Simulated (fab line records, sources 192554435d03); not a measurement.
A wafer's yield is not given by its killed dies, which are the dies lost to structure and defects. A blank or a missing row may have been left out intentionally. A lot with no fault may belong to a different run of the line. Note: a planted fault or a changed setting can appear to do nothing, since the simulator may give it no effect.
Chamber matching	flow n5-finfet	N5_BEOL_M1_ILD_DEP_00 on pecvd-02 has 3 sister chambers
The step deposits SiOC from DEMS/O2, target thk 79 nm, time 15.3 s. 22 wafers are shown with their chamber, then 11 later ones without.

WAFERS PAIRED WITH THEIR CHAMBERS
wafer	chamber	throttle-valve-pct (%)	showerhead-plenum-p-Torr (Torr)	heater-power-w (W)
L075.2	0	12.9	5.670	479
L075.3	2	11.0	5.679	581
L075.5	1	11.7	5.698	591
L076.1	0	12.7	5.690	560
L076.4	1	11.6	5.690	602
L076.5	0	12.9	5.677	550
L077.3	0	12.5	5.702	468
L077.5	1	11.6	5.699	546
L077.6	2	11.1	5.659	606
L081.2	1	11.7	5.709	500
L081.3	2	10.9	5.684	563
L081.5	0	12.7	5.683	561
L080.1	1	11.7	5.718	585
L080.2	0	12.6	5.686	568
L080.6	2	10.9	5.682	546
L085.2	1	11.5	5.712	523
L085.3	0	12.7	5.702	533
L085.6	0	13.1	5.690	528
L086.2	2	11.0	5.661	527
L086.3	0	12.9	5.694	509
L086.4	1	11.5	5.698	496
L087.1	1	11.7	5.703	528

SIGNATURES (means of the wafers above)
reading	chamber 0	chamber 1	chamber 2	scatter within a chamber
throttle-valve-pct	12.778	11.625	10.980	0.137
showerhead-plenum-p-Torr	5.68822	5.70338	5.67300	0.0104
heater-power-w	528.44	546.38	564.60	37.3
Rule: a wafer lies at a distance from a chamber equal to the root of the sum of squares, over the readings, of (its reading less the chamber's mean, divided by the reading's scatter). If the next closest chamber is less than 2 further off than the closest, the wafer can't be placed; otherwise it belongs to the closest. The scatter: the root of (the sum of the squares of (reading less its chamber's mean) over the shown wafers, divided by (wafers less chambers)).

WAFERS MISSING THEIR CHAMBER
wafer	throttle-valve-pct (%)	showerhead-plenum-p-Torr (Torr)	heater-power-w (W)
L087.2	12.7	5.690	506
L087.6	12.8	5.690	504
L091.3	11.2	5.671	574
L091.4	11.7	5.701	610
L091.6	10.7	5.696	557
L093.1	11.1	5.680	548
L093.2	12.9	5.689	504
L093.4	11.1	5.679	571
L094.1	11.0	5.671	537
L094.2	11.6	5.684	534
L094.3	12.7	5.698	532

EACH ONE'S CHAMBER
wafer	from the rows above	in truth
L087.2	0	0
L087.6	0	0
L091.3	2	2
L091.4	1	1
L091.6	2	2
L093.1	2	2
L093.2	0	0
L093.4	2	2
L094.1	2	2
L094.2	1	1
L094.3	0	0
Correctly placed: 11 of 11. Not placeable from these rows: 0. Placed wrongly: 0.
